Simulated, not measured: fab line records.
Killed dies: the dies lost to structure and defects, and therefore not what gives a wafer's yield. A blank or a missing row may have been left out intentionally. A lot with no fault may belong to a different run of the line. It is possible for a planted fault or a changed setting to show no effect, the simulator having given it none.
Comparing a struck lot with a sound one || flow nand_harc || 13 steps out of a route of 1302
Sound: wafers L557.2, L557.5, L557.6. Struck: wafer L550.3 (left out: L550.6, a lot-mate that was not struck); the cause follows at the end.
Order at every step that has rows: each side's tool, ch and its chambers, its first start. Under that, the readings that differ: sound wafers || struck wafers || difference of the means || sigmas: that difference in standard deviations of wafers without a fault.
alike: readings whose means differ by less than 2 such deviations, and words and numbers that are the same on both sides. not compared: withheld readings, readings that some wafer has no value for, bounds like >300 that may hide the same value, and numbers for which the record gives no deviation and whose values overlap.
Wherever a step has rows on one side only, a row that says differs or no value, or a row with sigmas, the two part there. Numbers that have no deviation but don't overlap get no sigmas and don't part them. A reading missing from all wafers of one side parts the sides only when that side holds two or more wafers.

NHARC_A_STAIRCASE_STRIP_446: strips in O2.
  sound on plasma_asher-01 ch 0,1, day 27 18:18; struck on plasma_asher-01 ch 0, day 25 03:32
  alike: drypump_motor_current_A, heater_power_w
  not compared: rf_hours_counter_h
then, 3 steps without rows for these wafers: NHARC_A_STAIRCASE_STRIP_447 (strips in SPM, time 900 s); NHARC_A_STAIRCASE_PRECLEAN_448 (cleans in SC1); NHARC_A_STAIRCASE_SRD_449.
NHARC_A_STAIRCASE_CMP_450: polishes SiO2, target thk 200 nm.
  sound on cmp-04 ch 0,1,3, day 27 19:08; struck on cmp-02 ch 2, day 25 04:12
  alike: motor_current_A
  not compared: pad_life_wafers
NHARC_A_STAIRCASE_CMP_152: polishes.
  sound on cmp-04 ch 0,1,3, day 27 19:13; struck on cmp-02 ch 2, day 25 04:17
  alike: motor_current_A
  not compared: pad_life_wafers
then, 2 steps without rows for these wafers: NHARC_A_STAIRCASE_SRD_154; NHARC_A_STAIRCASE_ETCH_403 (etches SiO2 in dHF, target depth 108.2 nm).
NHARC_A_STAIRCASE_ETCHBACK_422: etches the open film in CH3F/O2, target depth 40 nm, time 74.286 s.
  sound on rie_diel-02 ch 1,2,3, day 27 19:40; struck on rie_diel-12 ch 2, day 25 04:47
  alike: drypump_motor_current_A, oes_product_au, rf_fwd_power_W, rf_vpp_V, showerhead_plenum_p_Torr, throttle_valve_pct
  not compared: rf_hours_counter_h
then, 1 step without rows for these wafers: NHARC_A_STAIRCASE_ETCH_423 (etches SiO2 in dHF, target depth 30 nm).
NHARC_A_STAIRCASE_ETCHBACK_157: etches the open film in CH3F/O2, target depth 90 nm, time 167.14 s.
  sound on rie_diel-02 ch 2,3, day 27 19:59; struck on rie_diel-12 ch 0, day 25 05:08
{"reading": "drypump_motor_current_A (A)", "sound": "4.8 6.0 4.8", "struck": 6.8, "difference": "+1.6", "sigmas": "+3"}
{"reading": "oes_product_au (a.u.)", "sound": "0.98 0.99 0.99", "struck": 0.81, "difference": -0.18, "sigmas": -5}
  alike: rf_fwd_power_W, rf_vpp_V, showerhead_plenum_p_Torr, throttle_valve_pct
  not compared: rf_hours_counter_h
NHARC_A_STAIRCASE_STRIP_475: strips in O2, time 20 s.
  sound on rie_diel-02 ch 0,1; struck on rie_diel-12 ch 1
  alike: drypump_motor_current_A, oes_product_au, rf_vpp_V, showerhead_plenum_p_Torr, throttle_valve_pct
  not compared: rf_hours_counter_h
-- break in the record here, with 6 days between the starts of the struck wafers on either side (left off in module A_STAIRCASE, picked up again in module END, where the first step shown is number 1302 on the route) --
NHARC_END_SORT_01:
  here the record holds rows for the struck wafers (prober-01 ch 0, day 30 18:29) but none for the sound ones

WHERE THEY PART
Earliest at NHARC_A_STAIRCASE_ETCHBACK_157; latest, in this record, at NHARC_END_SORT_01.

WHY: what had been put in by the simulator
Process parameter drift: rie_diel-12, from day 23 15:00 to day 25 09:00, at NHARC_A_STAIRCASE_ETCHBACK_157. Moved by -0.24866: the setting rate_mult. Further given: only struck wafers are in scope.
